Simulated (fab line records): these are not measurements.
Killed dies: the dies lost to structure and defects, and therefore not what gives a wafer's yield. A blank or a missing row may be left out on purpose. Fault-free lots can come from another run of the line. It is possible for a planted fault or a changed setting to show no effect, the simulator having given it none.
fab line records | flow n5-finfet
record: lots: 4 wafers: 12 last-day: 17
route steps=1938 shown HKMG_FIN@433 GATE_CUT@465 BEOL_M4@1111 PASSIVATION@1936
lots with no fault: from the same line, run without faults
start-h: start of the lot's first displayed wafer, in hours after the record's first day | wait-h: time in hours since the lot's previous step | " repeats the value in the row above | L1.1+2: a row that stands for several wafers | - no value, or no start was given | * or withheld: withheld | < > ~ a bound
route shown NAME@n: names a module that has steps shown in the file, with the first one's number in the route | usual: average and standard deviation across the fault-free wafers | same: alike in all rows | chamber/n: place in a boat | sites: per-site readings | _std_site: the values' standard deviation | _edge_site: the outer-site mean with the inner-site mean subtracted | radius-mm: how far each site lies from the wafer's centre | mask NAME#n: copy n | behind: the tool/chamber that last shaped the wafer | hold: why the lot was held/for how many hours/how that ended | device: the n, p or np transistor that did not switch | end of line: the tests these same wafers got at the end of their route | step lacking rows: just its recipe | killed: dies lost to structure and defects at the first sort, not the wafer's yield | map: a wafer's dies, x killed, . not, _ none there
set.NAME: the setting the step ran with; set.NAME@STEP: the setting that earlier step ran with | model.NAME: the simulator's own value behind a step, which no gauge read
lots at some steps of the route; a table a step, a row a wafer
services: the hour from which a tool's chamber was out of use, counted from the record's first day as start-h (under 0 if before that day), plus the number of hours and why
== steps ==
step: N5_HKMG_FIN_DESCUM_17
recipe: chemistry: O2 time-s: 7.9 source-power-w: 50 bias-power-w: 20 pressure-mtorr: 20 rf-frequency-hz: 2.712e+07 temp-c: 40 resist: CAR-ArF o2-flow-sccm: 225
step: N5_HKMG_FIN_ETCH_31
recipe: chemistry: CF4 target: SiARC target-depth-a: 455 mask-material: CAR-ArF time-s: 75.8 ion-energy-ev: 80 pressure-mtorr: 40 source-w: 545 bias-w: 36 Ar_flow_sccm: 100 cf4-flow-sccm: 100 ends: cleared
step: N5_HKMG_FIN_ETCH_32
recipe: chemistry: N2/H2 target: SOC target-depth-a: 2400 temp-c: 40 time-s: 300 ion-energy-ev: 200 mask-material: SiARC pressure-mtorr: 30 source-w: 840 bias-w: 150 n2-flow-sccm: 200 h2-flow-sccm: 200
step: N5_HKMG_FIN_STRIP_33
recipe: chemistry: N2/H2 temp-c: 40 n2-flow-sccm: 200 h2-flow-sccm: 200 rf-frequency-hz: 6e+07
step: N5_HKMG_FIN_STRIP_34
recipe: chemistry: CF4 resist: SiARC power-w: 300 bias-power-w: 75 pressure-mtorr: 50 cf4-flow-sccm: 150 rf-frequency-hz: 6e+07
step: N5_HKMG_FIN_ETCH_35
recipe: chemistry: N2/H2 target: SOC target-depth-a: 2158 ion-energy-ev: 65 bias-w: 5 source-w: 3000 time-s: 243.4 pressure-mtorr: 30 n2-flow-sccm: 200 h2-flow-sccm: 200
step: N5_HKMG_FIN_STRIP_92
recipe: chemistry: N2/H2 material: SOC time-s: 20 power-w: 500 temp-c: 40 pressure-mtorr: 50 rf-frequency-hz: 6e+07 bias-power-w: 8 h2-frac: 0.5 n2-flow-sccm: 300 h2-flow-sccm: 300
step: N5_HKMG_FIN_WET_ETCH_18
recipe: chemistry: SC1 target: TiN mix: 1:1:5 temp-c: * time-s: 55 target-depth-nm: 5.2 dry: ipa-marangoni rinse-time-s: 30 rinse-temp-c: 23
step: N5_HKMG_FIN_STRIP_19
recipe: chemistry: N2/H2 power-w: 2500 temp-c: 300 h2-frac: 0.65 time-s: 360 pressure-mtorr: withheld n2-flow-sccm: 1750 h2-flow-sccm: 3250
step: N5_HKMG_FIN_ALD_91
recipe: material: TiN target-thk-a: 10 temp-c: 400 ald-precursor-family: TiCl4 ald-co-reactant: NH3 pulse-time-s: 1 purge-time-s: 3 co-reactant-purge-time-s: 2 co-reactant-pulse-time-s: 2 ald-cycles: 47 pressure-torr: 3
usual: heater-power-w: 902/130 precursor-pulse-height-rel: 1.000/0.021 susceptor-temp-C: 400.03/0.21
columns lot.wafer tool chamber start-h wait-h heater-power-w precursor-pulse-height-rel susceptor-temp-C
L263.1 ald-metal-02 0 147.91 0.3 860 1.026 400.26
L263.5 " 2 " " 1075 1.005 399.87
L263.6 " 3 " " 1089 0.995 399.95
L267.1 ald-metal-02 1 169.80 0.3 892 1.014 399.99
L267.3 " 2 " " 1053 0.961 399.82
L267.4 " 3 " " 823 0.983 356.69
L268.2 ald-metal-02 0 173.74 0.3 840 1.004 400.02
L268.3 " 2 " " 1031 0.983 399.93
L268.4 " 3 " " 800 1.028 356.86
L275.1 ald-metal-04 1 217.76 0.3 764 0.958 400.16
L275.2 " 2 " " 789 1.030 400.11
L275.3 " 3 " " 864 0.988 400.38
step: N5_HKMG_FIN_COAT_85
recipe: resist: SOC temp-c: 250 time-s: 60 spin-rpm: 1500 resist-thk-nm: 300
step: N5_HKMG_FIN_ETCH_86
recipe: chemistry: N2/H2 target: SOC target-depth-a: 3932 stop-on: TiN ion-energy-ev: 100 bias-w: 61 pressure-mtorr: 30 source-w: 850 n2-flow-sccm: 200 h2-flow-sccm: 200
step: N5_HKMG_FIN_STRIP_89
recipe: chemistry: N2/H2 material: SOC time-s: 20 power-w: 500 temp-c: 40 pressure-mtorr: 50 rf-frequency-hz: 6e+07 bias-power-w: 8 h2-frac: 0.5 n2-flow-sccm: 300 h2-flow-sccm: 300
step: N5_HKMG_FIN_WET_ETCH_87
recipe: chemistry: SC1 target: TiN mix: 1:2:40 temp-c: 50 time-s: 154.2 target-depth-nm: 4.7 dry: ipa-marangoni rinse-time-s: 30 rinse-temp-c: 23
step: N5_HKMG_FIN_STRIP_88
recipe: chemistry: N2/H2 power-w: 2500 temp-c: 300 h2-frac: 0.65 time-s: 360 pressure-mtorr: withheld n2-flow-sccm: 1750 h2-flow-sccm: 3250
step: N5_HKMG_FIN_NWFM_ALD_20
recipe: material: TiAlC target-thk-a: 20 temp-c: 300 ald-precursor-family: TiCl4 ald-co-reactant: TEA pulse-time-s: 3 purge-time-s: 2 co-reactant-purge-time-s: 2 co-reactant-pulse-time-s: 10 ald-cycles: 7 pressure-torr: 3
step: N5_HKMG_FIN_ALD_71
recipe: material: TiN target-thk-a: 10 temp-c: 400 ald-precursor-family: TiCl4 ald-co-reactant: NH3 pulse-time-s: 1 purge-time-s: 3 co-reactant-purge-time-s: 2 co-reactant-pulse-time-s: 2 ald-cycles: 47 pressure-torr: 3
step: N5_HKMG_FIN_COAT_66
recipe: resist: SOC temp-c: 250 time-s: 60 spin-rpm: 1500 resist-thk-nm: 300
step: N5_HKMG_FIN_ETCH_67
recipe: chemistry: N2/H2 target: SOC target-depth-a: 3889 stop-on: TiN ion-energy-ev: 100 bias-w: 61 pressure-mtorr: 30 source-w: 850 n2-flow-sccm: 200 h2-flow-sccm: 200
step: N5_HKMG_FIN_STRIP_90
recipe: chemistry: N2/H2 material: SOC time-s: 20 power-w: 500 temp-c: 40 pressure-mtorr: 50 rf-frequency-hz: 6e+07 bias-power-w: 8 h2-frac: 0.5 n2-flow-sccm: 300 h2-flow-sccm: 300
step: N5_HKMG_FIN_WET_ETCH_73
recipe: chemistry: SC1 mix: 1:2:40 temp-c: 50 time-s: 42.3 target-depth-nm: 1.3 dry: ipa-marangoni rinse-time-s: 30 rinse-temp-c: 23
step: N5_HKMG_FIN_ETCHBACK_68
recipe: chemistry: Cl2/Ar stop-on: HfO2 target-depth-a: 5 pressure-mtorr: 10 icp-w: 600 bias-w: 60 Cl2_flow_sccm: 40 Ar_flow_sccm: 60
step: N5_HKMG_FIN_STRIP_69
recipe: chemistry: N2/H2 power-w: 2500 temp-c: 300 h2-frac: 0.65 time-s: 360 pressure-mtorr: withheld n2-flow-sccm: 1750 h2-flow-sccm: 3250
step: N5_HKMG_FIN_ALD_21
recipe: material: TiN target-thk-a: 15 temp-c: 400 ald-precursor-family: TiCl4 ald-co-reactant: NH3 pulse-time-s: 1 purge-time-s: 3 co-reactant-purge-time-s: 2 co-reactant-pulse-time-s: 2 ald-cycles: 68 pressure-torr: 3
step: N5_HKMG_FIN_ALD_72
recipe: material: W target-thk-a: 20 temp-c: 300 pressure-torr: 7.5 ald-precursor-family: WF6 ald-co-reactant: B2H6 pulse-time-s: 1 purge-time-s: 2 co-reactant-purge-time-s: 2 co-reactant-pulse-time-s: 3 ald-cycles: 7
step: N5_HKMG_FIN_W_FILL_22
recipe: material: W target-thk-a: 600 temp-c: 400 pressure-torr: 39.4 time-s: 18.2
step: N5_HKMG_FIN_PRECLEAN_83
recipe: chemistry: DIW time-s: 57.5 temp-c: 23
step: N5_HKMG_FIN_SRD_84
recipe: dry-time-s: 32 dry: n2-spin spin-rpm: 1500
step: N5_HKMG_FIN_CMP_23
recipe: stop-on: SiNx t-overpolish-s: 10 post-cmp-clean: rinse-only down-force-psi: 4 platen-rpm: 50.289 pad-velocity-m-s: 1.0006 target-thk-nm: 46.326
step: N5_HKMG_FIN_CMP_94
recipe: stop-on: SiNx post-cmp-clean: w-dilute-nh4oh t-overpolish-s: 4.7 down-force-psi: 4 platen-rpm: 50.289 pad-velocity-m-s: 1.0006 target-thk-nm: 43.299
step: N5_GATE_CUT_ETCHBACK_00
recipe: chemistry: SF6/Cl2 target: W pressure-mtorr: 8 icp-w: 900 bias-w: 80 SF6_flow_sccm: 40 Cl2_flow_sccm: 60
step: N5_GATE_CUT_ETCH_56
recipe: chemistry: Cl2/Ar target: TiN target-depth-a: 216 pressure-mtorr: 10 icp-w: 600 bias-w: 60 Cl2_flow_sccm: 40 Ar_flow_sccm: 60
step: N5_GATE_CUT_ETCHBACK_30
recipe: chemistry: Cl2/Ar target: TiN target-depth-a: 30 mode: isotropic pressure-mtorr: 10 icp-w: 600 bias-w: 60 Cl2_flow_sccm: 40 Ar_flow_sccm: 60
step: N5_GATE_CUT_VAPOR_ETCH_60
recipe: chemistry: BCl3/Cl2 target: HfO2 mode: isotropic
step: N5_GATE_CUT_ETCH_58
recipe: chemistry: CH3F/O2 target: SiNx target-depth-a: 170 time-s: 128.6 ion-energy-ev: 50 pressure-mtorr: 30 source-w: 415 bias-w: 21 Ar_flow_sccm: 150 CH3F_flow_sccm: 30 O2_flow_sccm: 20
step: N5_GATE_CUT_STRIP_59
recipe: chemistry: N2/H2 time-s: 20 power-w: 100 temp-c: 40 pressure-mtorr: 100 rf-frequency-hz: 6e+07 bias-power-w: 3 n2-flow-sccm: 300 h2-flow-sccm: 300
step: N5_GATE_CUT_PRECLEAN_31
recipe: temp-c: 23 chemistry: DIW time-s: 300
step: N5_BEOL_M4_RC_MEAS_101
usual: DIBL_N: 36.1/1.3 DIBL_P: 36.3/1.4 IOFF_N: 0.162/0.024 IOFF_N_85C: 3.2/0.39 IOFF_N_LIN: 0.075/0.0092 IOFF_N_LONG: 5.73e-05/2.5e-06 IOFF_P: 0.22/0.033 ION_N: 674/9.9 ION_P: 464/7.6 SS_N: 71.6/0.53 SS_P: 73.4/0.55 VT_N: 249.4/2.9 VT_N_LONG: 273.9/1.8 VT_N_LVT: 98.1/2.7 VT_P: -249/3.3 VT_P_LVT: -97.8/2.7
columns lot.wafer tool chamber start-h wait-h DIBL_N[mV/V] DIBL_P[mV/V] IOFF_N[nA/um] IOFF_N_85C[nA/um] IOFF_N_LIN[nA/um] IOFF_N_LONG[nA/um] IOFF_P[nA/um] ION_N[uA/um] ION_P[uA/um] SS_N[mV/dec] SS_P[mV/dec] VT_N[mV] VT_N_LONG[mV] VT_N_LVT[mV] VT_P[mV] VT_P_LVT[mV]
L263.1 prober-02 0 225.16 0.0 38.0 38.8 0.212 3.9 0.094 5.86e-05 0.28 686 470 72.5 73.8 246.4 274.5 94.7 -245 -96.1
L263.5 " 0 " " 37.4 37.9 0.196 3.7 0.086 5.79e-05 0.27 687 466 72.3 74.5 248.2 271.7 95.3 -245 -95.9
L263.6 " 0 " " 37.0 37.2 0.188 3.6 0.085 5.83e-05 0.24 684 471 71.9 73.6 248.3 274.3 95.3 -248 -98.8
L267.1 prober-02 0 255.72 0.0 33.6 34.7 0.129 2.6 0.061 5.54e-05 0.20 663 461 70.9 73.1 253.5 274.5 103.4 -249 -98.2
L267.3 " 0 " " 35.1 35.0 0.152 3.0 0.069 5.58e-05 0.22 670 466 71.6 73.1 249.9 272.4 101.7 -250 -97.2
L267.4 " 0 " " 35.0 34.7 0.305 5.4 0.136 0.0001013 0.16 716 450 71.3 73.6 232.6 255.2 83.0 -255 -106.5
L268.2 prober-01 0 266.15 0.2 35.7 35.9 0.144 3.0 0.072 5.43e-05 0.19 677 465 71.5 73.2 252.6 272.8 98.2 -252 -99.9
L268.3 " 0 " " 38.1 38.4 0.187 3.7 0.088 5.35e-05 0.24 685 466 72.1 73.7 249.1 276.6 95.6 -248 -97.2
L268.4 " 0 " " 35.5 35.3 0.277 5.2 0.137 9.56e-05 0.14 704 441 71.7 72.8 233.1 254.7 80.5 -258 -107.3
L275.1 prober-01 0 296.55 0.0 33.6 33.1 0.115 2.4 0.058 5.72e-05 0.16 665 459 70.3 73.1 253.6 273.2 101.3 -253 -100.7
L275.2 " 0 " " 35.7 35.7 0.151 3.1 0.071 5.71e-05 0.20 678 466 71.5 73.4 251.3 274.0 98.0 -249 -98.0
L275.3 " 0 " " 34.9 35.3 0.137 2.8 0.065 5.68e-05 0.19 663 459 70.6 73.3 252.7 275.4 100.2 -253 -98.4
step: N5_PASSIVATION_PROBE_49
usual: defect-limited-yield: 91.1/1.5 killed_at_M0_to_M3: 36/11 killed_at_M4_up: 13/5 killed-at-contacts: 13/5 killed-at-front-end: 40/12 killed-at-other: 3.3/2.3 killed-dies: 106/17 killed-open: 70/13 killed-short: 34/7.6 sort_bin_4_leakage: 0/0 sort_bin_5_function: 5.3/0.96 sort_bin_6_memory: 3.3/0.66 sort_bin_8_speed: 0/0 sort-n-pass: 1074/17 sort-yield-pct: 91.1/1.5
same: gross-dies: 1180 killed-at-back-side: 0
columns lot.wafer tool chamber start-h wait-h defect-limited-yield[%] killed_at_M0_to_M3 killed_at_M4_up killed-at-contacts killed-at-front-end killed-at-other killed-dies killed-open killed-short sort_bin_4_leakage[%] sort_bin_5_function[%] sort_bin_6_memory[%] sort_bin_8_speed[%] sort-n-pass sort-yield-pct[%]
L263.1 prober-01 - 320.57 0.0 90.4 47 15 10 39 2 113 78 34 0 5.9 3.4 0 1067 90.4
L263.5 prober-01 - 320.77 0.2 90.8 37 11 13 43 5 109 71 36 0 5.3 3.6 0 1071 90.8
L263.6 prober-01 - 320.82 0.3 89.2 44 22 14 40 7 127 82 45 0 6.7 3.8 0 1053 89.2
L267.1 prober-01 - 364.85 0.0 88.5 40 9 18 69 0 136 91 45 0 6.9 4.2 0 1044 88.5
L267.3 prober-01 - 364.95 0.1 91.3 39 9 12 41 2 103 75 28 0 6.0 2.5 0 1077 91.3
L267.4 prober-01 - 365.00 0.2 86.2 29 10 27 96 1 163 95 33 0.34 6.2 4.5 0 1013 85.8
L268.2 prober-01 - 380.67 0.1 89.0 36 24 18 52 0 130 93 36 0 6.5 4.2 0 1050 89.0
L268.3 prober-01 - 380.72 0.1 89.6 34 26 13 49 1 123 82 41 0 6.9 3.3 0 1057 89.6
L268.4 prober-01 - 380.77 0.2 89.2 32 18 7 63 7 127 72 32 0.08 5.1 3.8 0.08 1051 89.1
L275.1 prober-01 - 408.73 0.0 91.6 38 11 7 37 6 99 63 35 0 4.9 3.4 0 1081 91.6
L275.2 prober-01 - 408.78 0.1 91.4 34 17 15 36 0 102 73 28 0 4.5 4.1 0 1078 91.4
L275.3 prober-01 - 408.83 0.1 90.3 34 6 18 51 6 115 65 50 0 5.6 3.9 0 1065 90.3
killed by level:class
L263.1 BEOL_M2:geometric-particle:open=19 BEOL_M0_SAQP:geometric-particle:open=12 STI_FIN_REVEAL:geometric-particle:open=10 BEOL_M0_SAQP:geometric-particle:short=9 MOL_CONTACT_COAG:geometric-particle:open=7 FIN_SAQP:geometric-particle:open=6 BEOL_M4:geometric-particle:open=6 FIN_SAQP:geometric-particle:short=5
L263.5 BEOL_M2:geometric-particle:open=13 MOL_CONTACT_COAG:geometric-particle:open=10 STI_FIN_REVEAL:geometric-particle:open=9 FIN_SAQP:geometric-particle:short=9 BEOL_M0_SAQP:geometric-particle:open=9 BEOL_M0_SAQP:geometric-particle:short=7 STARTING-WAFER:geometric-particle:open=6 DUMMY_GATE:geometric-particle:open=4
L263.6 BEOL_M3:geometric-particle:open=14 BEOL_M0_SAQP:geometric-particle:open=10 FIN_SAQP:geometric-particle:short=9 MOL_CONTACT_COAG:geometric-particle:open=9 GATE_CUT:geometric-particle:short=8 BEOL_M2:geometric-particle:open=7 STI_FIN_REVEAL:geometric-particle:open=6 BEOL_M4:geometric-particle:open=6
L267.1 FIN_SAQP:geometric-particle:open=23 FIN_SAQP:geometric-particle:short=19 MOL_CONTACT_COAG:geometric-particle:open=16 BEOL_M0_SAQP:geometric-particle:open=12 STI_FIN_REVEAL:geometric-particle:open=11 BEOL_M0_SAQP:geometric-particle:short=8 BEOL_M3:geometric-particle:open=5 BEOL_M2:geometric-particle:open=5
L267.3 BEOL_M0_SAQP:geometric-particle:open=15 DUMMY_GATE:geometric-particle:open=13 MOL_CONTACT_COAG:geometric-particle:open=11 FIN_SAQP:geometric-particle:short=7 FIN_SAQP:geometric-particle:open=6 BEOL_M3:geometric-particle:open=6 BEOL_M1:geometric-particle:open=5 BEOL_M1:geometric-particle:short=5
L267.4 HKMG_FIN:area-ald=34 FIN_SAQP:geometric-particle:open=25 MOL_CONTACT_COAG:geometric-particle:open=24 FIN_SAQP:geometric-particle:short=11 BEOL_M0_SAQP:geometric-particle:short=8 BEOL_M0_SAQP:geometric-particle:open=8 DUMMY_GATE:geometric-particle:open=7 STI_FIN_REVEAL:geometric-particle:open=5
L268.2 MOL_CONTACT_COAG:geometric-particle:open=14 BEOL_M0_SAQP:geometric-particle:open=12 DUMMY_GATE:geometric-particle:open=8 FIN_SAQP:geometric-particle:open=7 FIN_SAQP:geometric-particle:short=7 STI_FIN_REVEAL:geometric-particle:open=7 GATE_CUT:geometric-particle:short=7 GATE_CUT:geometric-particle:open=6
L268.3 BEOL_M0_SAQP:geometric-particle:open=14 BEOL_M4:geometric-particle:open=13 BEOL_M0_SAQP:geometric-particle:short=13 FIN_SAQP:geometric-particle:open=11 MOL_CONTACT_COAG:geometric-particle:open=9 DUMMY_GATE:geometric-particle:open=6 GATE_CUT:geometric-particle:short=6 FIN_SAQP:geometric-particle:short=5
L268.4 HKMG_FIN:area-ald=18 FIN_SAQP:geometric-particle:open=16 BEOL_M0_SAQP:geometric-particle:open=8 FIN_SAQP:geometric-particle:short=7 BEOL_M1:geometric-particle:open=6 MOL_CONTACT_COAG:geometric-particle:open=5 BEOL_M0_SAQP:geometric-particle:short=5 BEOL_M2:geometric-particle:open=5
L275.1 FIN_SAQP:geometric-particle:open=11 BEOL_M1:geometric-particle:open=11 FIN_SAQP:geometric-particle:short=9 BEOL_M0_SAQP:geometric-particle:short=8 MOL_CONTACT_COAG:geometric-particle:open=6 STARTING-WAFER:geometric-particle:open=6 BEOL_M3:geometric-particle:short=5 BEOL_M2:geometric-particle:open=4
L275.2 FIN_SAQP:geometric-particle:short=13 MOL_CONTACT_COAG:geometric-particle:open=13 BEOL_M5:geometric-particle:open=9 DUMMY_GATE:geometric-particle:open=7 BEOL_M0_SAQP:geometric-particle:open=7 BEOL_M2:geometric-particle:open=7 FIN_SAQP:geometric-particle:open=6 BEOL_M1:geometric-particle:open=6
L275.3 FIN_SAQP:geometric-particle:short=21 MOL_CONTACT_COAG:geometric-particle:open=14 FIN_SAQP:geometric-particle:open=10 BEOL_M1:geometric-particle:open=7 BEOL_M0_SAQP:geometric-particle:short=7 BEOL_M0_SAQP:geometric-particle:open=5 BEOL_M3:geometric-particle:open=5 STI_FIN_REVEAL:geometric-particle:open=4
== services ==
columns tool chamber start-h hours kind
ald-metal-04 0 129.40 5.1 repair
ald-metal-04 - 174.30 1.4 repair
ald-metal-04 2 192.04 18.5 repair
ald-metal-04 - 197.69 6.0 pm
== key ==
first-sign: step: N5_HKMG_FIN_ALD_91 reading: susceptor-temp-C direction: down sigmas: 99+ usual: * struck: *
effect: step: N5_BEOL_M4_RC_MEAS_101 reading: IOFF_N_LONG direction: up sigmas: 16 usual: 5.73e-05 struck: 9.84e-05
effect: step: N5_BEOL_M4_RC_MEAS_101 reading: VT_N_LONG direction: down sigmas: 10 usual: 273.9 struck: 255.0
effect: step: N5_BEOL_M4_RC_MEAS_101 reading: IOFF_N_LIN direction: up sigmas: 6.7 usual: 0.075 struck: 0.137
effect: step: N5_BEOL_M4_RC_MEAS_101 reading: VT_N_LVT direction: down sigmas: 6 usual: 98.1 struck: 81.8
effect: step: N5_BEOL_M4_RC_MEAS_101 reading: VT_N direction: down sigmas: 5.7 usual: 249.4 struck: 232.8
effect: step: N5_BEOL_M4_RC_MEAS_101 reading: IOFF_N_85C direction: up sigmas: 5.5 usual: 3.2 struck: 5.3
effect: step: N5_BEOL_M4_RC_MEAS_101 reading: IOFF_N direction: up sigmas: 5.3 usual: 0.162 struck: 0.291
effect: step: N5_BEOL_M4_RC_MEAS_101 reading: ION_N direction: up sigmas: 3.6 usual: 674 struck: 710
effect: step: N5_BEOL_M4_RC_MEAS_101 reading: VT_P_LVT direction: down sigmas: 3.3 usual: -97.8 struck: -106.9
met-at N5_HKMG_FIN_ALD_91
struck-wafers L267.4,L268.4
onset-between 147.91 169.80
fault: kind: process-parameter-drift tool: ald-metal-02 chamber: 3 onset-h: 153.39 steps: N5_HKMG_FIN_ALD_91 channel: temp-c offset: * shape: step end-h: 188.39 acts-in: * stated: *
